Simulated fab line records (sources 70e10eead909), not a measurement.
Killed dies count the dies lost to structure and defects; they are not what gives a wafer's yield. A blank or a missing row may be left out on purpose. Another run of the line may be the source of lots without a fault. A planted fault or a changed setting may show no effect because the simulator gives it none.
Problem report in the 8D (eight disciplines) form, filled by code ; flow nand-harc ; the parts of the form that need people (team, actions taken, sign-off) are left out

== 1. THE PROBLEM ==
Wafers without a fault read 94.1 s with a standard deviation of 0.46, while run-length-s at NHARC_P_BONDPAD_ETCH_24 averages 75.2 s across 2 wafers of 1 lot. Relative to the usual mean, that is a shift of -41 standard deviations.
The step: etches the open film in CF4/N2, target depth 30 nm, time 72.99 s.
Earliest sighting: wafer L942.4 on rie-diel-01 at day 13 02:10. The record has a number at this step for 36 wafers belonging to 12 lots. Rule for "out", or "out of limits": more than 4 standard deviations from the usual mean. The other wafers with a number count as sound.

== 2. WHAT IT IS, WHAT IT ISN'T ==
question;is;is not
which readings at this step;run-length-s;drypump-motor-current-A, oes-product-au, showerhead-plenum-p-Torr, throttle-valve-pct
which lots;L942;L927, L928, L929, L935, L936, L937, L938, L939, L948, L949, L950
which wafers of those lots;L942.4, L942.6;L942.3
read on which tools;rie-diel-01;rie-diel-06, rie-diel-07
when;from day 13 02:10;"up to then (25 sound wafers); but 9 sound wafers of L948, L949, L950 came after"

== 3. WHAT RULES OUT EACH SUSPECT ==
Counting: any tool at a process step up to the reading remains a suspect provided it ran every lot that is out. Sound lots after the first of them don't rule it out here, since some wafers of a struck lot are sound.
- rie-diel-07 at NHARC_P_BONDPAD_ETCH_37 (etches the open film in N2/H2, target depth 60 nm, overetch 18 nm, time 65.91 s): kept. It processed L942, the lot that is out, at day 13 01:42, and its most recent sound lot before then was L939 at day 11 18:43.
- rie-diel-01 at NHARC_P_BONDPAD_ETCH_24 (etches the open film in CF4/N2, target depth 30 nm, time 72.99 s): kept. It processed L942, the lot that is out, at day 13 02:10, and its most recent sound lot before then was L936 at day 10 19:40. Its own readings are out on those wafers: run-length-s.
What counting leaves: rie-diel-07 at NHARC_P_BONDPAD_ETCH_37 and rie-diel-01 at NHARC_P_BONDPAD_ETCH_24.

== 4. THE CAUSE (what the simulator had put in) ==
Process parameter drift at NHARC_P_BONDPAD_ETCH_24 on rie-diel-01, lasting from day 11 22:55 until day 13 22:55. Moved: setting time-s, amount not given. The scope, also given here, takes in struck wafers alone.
This tool is one of the 2 suspects left after counting.

== 5. SEQUENCE OF EFFECTS, ordered by route ==
One row per reading whose mean, taken over the struck wafers that have a number, lies over 3 standard deviations from the usual. Only readings for which the record gives a usual standard deviation are gone through. hours: the time from each lot's start at the first step in this table that gives one to its start at this step, as a median over the lots. sigmas: the change in usual standard deviations.
hours;step;reading;usual;on struck wafers;change;sigmas
0;NHARC_P_BONDPAD_ETCH_24;run-length-s;94.1 s;75.2;-18.9;-41
The process steps in it:
- NHARC_P_BONDPAD_ETCH_24: etches the open film in CF4/N2, target depth 30 nm, time 72.99 s.
At these later measuring or inspecting steps, every struck wafer for which the step has a row has a number for every such reading, and none has moved that far: NHARC_END_SORT_01.

== 6. WHAT WOULD HAVE CAUGHT IT SOONER ==
27 hours passed between the start of the fault at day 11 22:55 and the first reading out of limits in this record, taken at day 13 02:10.
